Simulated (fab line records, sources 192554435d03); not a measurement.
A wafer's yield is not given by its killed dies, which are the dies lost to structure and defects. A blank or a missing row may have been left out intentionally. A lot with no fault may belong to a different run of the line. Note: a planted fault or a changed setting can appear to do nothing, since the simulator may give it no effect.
Matching of chambers ; flow n5-finfet ; N5_GATE_CUT_DESCUM_18 on rie-diel-01 has 4 sister chambers
The step chemistry O2, time 7 s. 4 wafers are shown with their chamber, then 7 later ones without.

== WAFERS WITH THEIR CHAMBER ==
wafer;chamber;showerhead-plenum-p-Torr (Torr)
L077.2;1;2.05
L081.5;2;2.07
L085.3;0;2.13
L085.4;3;2.22

== WAFERS MISSING THEIR CHAMBER ==
wafer;showerhead-plenum-p-Torr (Torr)
L085.6;2.06
L086.1;2.06
L086.4;2.13
L086.5;2.13
L094.1;2.04
L094.2;2.21
L094.6;2.13

== CHAMBER TAKEN BY EACH ==
wafer;from the rows above;in truth
L085.6;can't be placed: 2 or 1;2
L086.1;can't be placed: 2 or 1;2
L086.4;0;0
L086.5;0;0
L094.1;1;1
L094.2;3;3
L094.6;0;0
Placed correctly: 5 of 7. Cannot be placed on the basis of these rows: 2; the candidates contain the true chamber in 2. 0 placed wrongly.
How it was worked out, from the rows above alone: a wafer's distance from a chamber is the root of the sum, over the readings, of the square of ((its reading less the chamber's mean) divided by the reading's scatter). The wafer belongs to the nearest chamber; if the next one is less than 2 further off, it can't be placed. The mean given for a chamber averages the wafers shown for that chamber. The scatter: root of mean squared gap, hidden wafer to nearest shown wafer, with one shown wafer a chamber.
